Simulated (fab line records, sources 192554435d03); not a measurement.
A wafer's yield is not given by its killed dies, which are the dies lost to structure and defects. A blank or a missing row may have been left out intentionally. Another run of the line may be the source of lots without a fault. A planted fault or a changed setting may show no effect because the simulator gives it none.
A struck lot beside a sound one || flow n5_finfet || 16 steps out of a route of 1938
Sound: wafers L816.2, L816.3, L816.6. Wafers L824.1, L824.3, L824.6 were the ones struck. The cause is given at the end.
For every step that has rows: the tool of each side, followed by ch and its chambers, followed by its first start. Under that, the readings that differ: sound wafers || struck wafers || difference of the means || sigmas: that difference in standard deviations of wafers without a fault.
alike: readings with means less than 2 such deviations apart, plus words and numbers identical on both sides. not compared: withheld readings, readings lacking a value on some wafer, bounds such as >300 that could conceal the same value, and numbers that have no deviation in the record and whose values overlap.
The two part at a step that has a row with sigmas, a row that says differs or no value, or rows on one side only. When numbers do not overlap yet have no deviation, they are printed without sigmas and do not part them. Lack of a reading on every wafer of one side parts them only where that side has two or more wafers.

first, 6 steps without rows for these wafers: N5_BEOL_M1_COAT_05 (resist thk 30 nm); N5_BEOL_M1_EBR_07; N5_BEOL_M1_SOFTBAKE_06 (time 60 s); N5_BEOL_M1_EXPOSE_08 (exposes mask M1); N5_BEOL_M1_PEB_09 (peb time 60 s); N5_BEOL_M1_DEVELOP_10 (develop time 30 s).
N5_BEOL_M1_CD_MEAS_11: the cd target is 17.05 nm.
  sound on cd_sem-02 ch 0, day 7 09:08; struck on cd_sem-03 ch 0, day 9 19:57
  alike: cd_nm
N5_BEOL_M1_OVL_MEAS_12:
  sound on overlay-02 ch 0, day 7 09:11; struck on overlay-02 ch 0, day 9 19:59
{"reading": "M1_OVL (nm)", "sound": "-0.6 -1.0 -0.4", "struck": "1.2 0.6 0.7", "difference": "+1.5", "sigmas": "+2"}
N5_BEOL_M1_INSPECT_13: inspects for defects (brightfield).
  sound on defect_inspect-01 at day 7 09:14; struck on defect_inspect-01 at day 9 20:02
  alike: raw_defect_count
N5_BEOL_M1_DESCUM_16: chemistry O2, time 7 s.
  sound on rie_diel-02 ch 0,3, day 7 09:16; struck on rie_diel-03 ch 1,2, day 9 20:30
  alike: drypump_motor_current_A, oes_product_au, rf_vpp_V, showerhead_plenum_p_Torr, throttle_valve_pct
  not compared: rf_hours_counter_h
N5_BEOL_M1_ETCH_74: etches underlayer in N2/H2, target depth 6.5 nm, time 5.2 s.
  sound on rie_diel-02 ch 0,3, day 7 09:18; struck on rie_diel-03 ch 1,2, day 9 20:32
  alike: bias_w, drypump_motor_current_A, etch_rf_on_time_s, oes_product_au, rf_vpp_V, showerhead_plenum_p_Torr, throttle_valve_pct
  not compared: rf_hours_counter_h
N5_BEOL_M1_ETCH_63: etches SiARC in CF4, target depth 15.6 nm, time 26 s.
  sound on rie_diel-02 ch 0,3, day 7 09:19; struck on rie_diel-03 ch 1,2, day 9 20:33
  alike: bias_w, drypump_motor_current_A, etch_rf_on_time_s, oes_product_au, rf_vpp_V, showerhead_plenum_p_Torr, throttle_valve_pct
  not compared: rf_hours_counter_h
N5_BEOL_M1_ETCH_64: etches SOC in N2/H2, target depth 75 nm, overetch 15 nm, time 112.5 s.
  sound on rie_diel-02 ch 0,3, day 7 09:20; struck on rie_diel-03 ch 1,2, day 9 20:35
{"reading": "bias_w (W)", "sound": "149.5 149.4 149.6", "struck": "156.0 155.9 155.8", "difference": "+6.4", "sigmas": "+15"}
{"reading": "rf_vpp_V (V)", "sound": "526.9 521.4 522.3", "struck": "535.7 539.5 537.0", "difference": "+13.9", "sigmas": "+6"}
{"reading": "model.SiARC_of_BEOL_M1_COAT_62.thk_nm (nm)", "sound": "7.2 6.8 6.8", "struck": "6.4 6.4 6.4", "difference": -0.5, "sigmas": ""}
  alike: drypump_motor_current_A, oes_product_au, showerhead_plenum_p_Torr, throttle_valve_pct
  not compared: rf_hours_counter_h
then, 1 step without rows for these wafers: N5_BEOL_M1_STRIP_65 (strips in N2/H2).
N5_BEOL_M4_RC_MEAS_101:
  sound on prober-01 ch 0, day 9 03:05; struck on prober-01 ch 0, day 11 19:15
{"reading": "SS_N (mV/dec)", "sound": "70.6 70.0 70.1", "struck": "72.4 71.2 72.8", "difference": "+1.9", "sigmas": "+3"}
  alike: DIBL_N, DIBL_P, IOFF_N, IOFF_P, ION_N, ION_P, SS_P, VT_N, VT_P
-- record jumps: 5 days separate the struck wafers' starts on either side; left off in module BEOL_M4, taken up again in module PASSIVATION, whose first shown step is the route's number 1936 --
N5_PASSIVATION_PROBE_49:
  rows exist in the record for the struck wafers here (prober-01, day 16 14:10), but not for the sound ones

WHERE THEY PART
First at N5_BEOL_M1_OVL_MEAS_12; last, within this record, at N5_PASSIVATION_PROBE_49.

WHY: what had been put in by the simulator
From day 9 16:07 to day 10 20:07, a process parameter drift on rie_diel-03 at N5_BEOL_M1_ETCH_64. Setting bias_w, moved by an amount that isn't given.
